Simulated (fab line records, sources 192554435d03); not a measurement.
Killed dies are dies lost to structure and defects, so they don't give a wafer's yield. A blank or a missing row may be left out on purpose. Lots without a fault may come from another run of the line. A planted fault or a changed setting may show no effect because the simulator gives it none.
A struck lot beside a sound one | flow n5_finfet | 38 steps out of a route of 1938
Sound: wafers L441.2, L441.4, L441.6. Struck: wafers L429.1, L429.2, L429.6. The cause comes at the end.
At each step with rows: each side's tool, then ch and its chambers, then its first start. Under that, the readings that differ: sound wafers | struck wafers | difference of the means | sigmas: that difference in standard deviations of wafers without a fault.
alike: readings whose means differ by less than 2 such deviations, and words and numbers that are the same on both sides. not compared: withheld readings, readings that some wafer has no value for, bounds like >300 that may hide the same value, and numbers for which the record gives no deviation and whose values overlap.
The two part at a step that has a row with sigmas, a row that says differs or no value, or rows on one side only. Numbers that don't overlap but have no deviation are shown without sigmas and don't part them. A reading that every wafer of one side lacks parts them only if that side has two wafers or more.

first, 9 steps without rows for these wafers: N5_BEOL_M4_ANNEAL_95 (time 240 s); N5_BEOL_M4_SPUTTER_96 (material Cu, target thk 4.5 nm, time 8.29 s); N5_BEOL_M4_ECD_50 (material Cu, target thk 300 nm); N5_BEOL_M4_ANNEAL_51 (time 90 s); N5_BEOL_M4_CMP_52 (polishes, stops on SiOC, t overpolish 6.8 s, target thk 40 nm); N5_BEOL_M4_PRE_CLEAN_60 (time 15 s); N5_BEOL_M4_CO_CAP_55 (material Co, precursor CCTBA/H2, target thk 2 nm, time 102.1 s); N5_BEOL_M4_PRE_CLEAN_56 (time 15 s); N5_BEOL_M4_DEP_57 (deposits SiCN from 3MS/NH3, target thk 8 nm, time 14 s).
N5_BEOL_M4_RC_MEAS_101:
  sound on prober-02 ch 0, day 12 05:13; struck on prober-01 ch 0, day 8 19:01
  alike: DIBL_N, DIBL_P, IOFF_N, IOFF_P, ION_N, ION_P, SS_N, SS_P, VT_N, VT_P
then, 24 steps without rows for these wafers: N5_BEOL_M5_ILD_DEP_00 (deposits SiCOH lowk from DEMS/porogen, target thk 140.64 nm, time 25.9 s); N5_BEOL_M5_CURE_79 (cures SiCOH lowk, time 240 s); N5_BEOL_M5_PECVD_70 (deposits SiO2 from TEOS/O2, target thk 16 nm, time 18 s); N5_BEOL_M5_HM_DEP_02 (deposits TiN, target thk 20 nm); N5_BEOL_M5_COAT_59 (time 60 s, resist thk 60 nm); N5_BEOL_M5_COAT_60 (time 60 s, resist thk 12 nm); N5_BEOL_M5_COAT_71 (time 60 s, resist thk 5 nm); N5_BEOL_M5_COAT_05 (resist thk 30 nm); N5_BEOL_M5_EBR_07; N5_BEOL_M5_SOFTBAKE_06 (time 60 s); N5_BEOL_M5_EXPOSE_08 (exposes mask M5, target cd 28 nm); N5_BEOL_M5_PEB_09 (peb time 60 s); N5_BEOL_M5_DEVELOP_10 (develop time 30 s); N5_BEOL_M5_DESCUM_16 (chemistry O2, time 7 s); N5_BEOL_M5_ETCH_72 (etches underlayer in N2/H2, target depth 6.5 nm, time 5.2 s); N5_BEOL_M5_ETCH_61 (etches SiARC in CF4, target depth 15.6 nm, time 26 s); N5_BEOL_M5_ETCH_62 (etches SOC in N2/H2, target depth 75 nm, overetch 15 nm, time 112.5 s); N5_BEOL_M5_STRIP_63 (strips in N2/H2); N5_BEOL_M5_STRIP_73 (strips in N2/H2); N5_BEOL_M5_STRIP_64 (strips in CF4); N5_BEOL_M5_HM_OPEN_17 (chemistry Cl2/BCl3, target TiN, target depth 20 nm, overetch 6 nm); N5_BEOL_M5_STRIP_19 (strips in O2); N5_BEOL_M5_COAT_65 (time 60 s, resist thk 60 nm); N5_BEOL_M5_COAT_66 (time 60 s, resist thk 12 nm).
-- the record jumps here: 3 days lie between the struck wafers' starts before and after (it left off in module BEOL_M5 and takes up again in module BEOL_M12, whose first step shown is number 1651 of the route) --
N5_BEOL_M12_ECD_47: material Cu, target thk 720 nm.
  sound on ecd_cu-01 ch 0, day 15 05:32; struck on ecd_cu-01 ch 0,1, day 11 15:10
N5_BEOL_M12_THK_MEAS_50: measures by xrf.
  sound on film_metro-01, day 15 06:26; struck on film_metro-01, day 11 16:10
  reading      | sound       | struck | difference                    | sigmas
  M12_THK (nm) | 323 327 324 | - - -  | no value on the struck wafers |
N5_BEOL_M12_RS_MEAS_54: measures by four-point-probe.
  sound on film_metro-01, day 15 06:35; struck on film_metro-01, day 11 16:17
  reading         | sound                | struck               | difference | sigmas
  M12_RS (ohm/sq) | 0.0611 0.0599 0.0607 | 57.153 57.782 56.115 | +56.956    | +99 or more
N5_PASSIVATION_PROBE_49:
  sound on prober-01, day 16 14:08; struck on prober-02, day 13 02:20
  reading                  | sound          | struck         | difference | sigmas
  defect_limited_yield (%) | 90.7 91.3 89.1 | 0 0 0          | -90        | -65
  killed_at_M4_up          | 13 10 16       | 1106 1121 1113 | +1100      | +99 or more
  killed_at_front_end      | 56 50 43       | 26 25 29       | -23        | -2
  killed_dies              | 110 103 129    | 1180 1180 1180 | +1066      | +67
  killed_on_rim            | 9 15 13        | 152 152 152    | +140       | +33
  killed_open              | 64 71 82       | 51 46 53       | -22        | -2
  sort_bin_5_function (%)  | 5.9 5.4 7.6    | 96.8 97.6 97.6 | +91.0      | +99 or more
  sort_n_pass              | 1070 1077 1051 | 0 0 0          | -1066      | -67
  sort_yield_pct (%)       | 90.7 91.3 89.1 | 0 0 0          | -90        | -65
  alike: killed_at_M0_to_M3, killed_at_contacts, killed_at_other, killed_short, sort_bin_6_memory

WHERE THEY PART
First at N5_BEOL_M12_THK_MEAS_50; last, within this record, at N5_PASSIVATION_PROBE_49.

WHY: what the simulator had put in
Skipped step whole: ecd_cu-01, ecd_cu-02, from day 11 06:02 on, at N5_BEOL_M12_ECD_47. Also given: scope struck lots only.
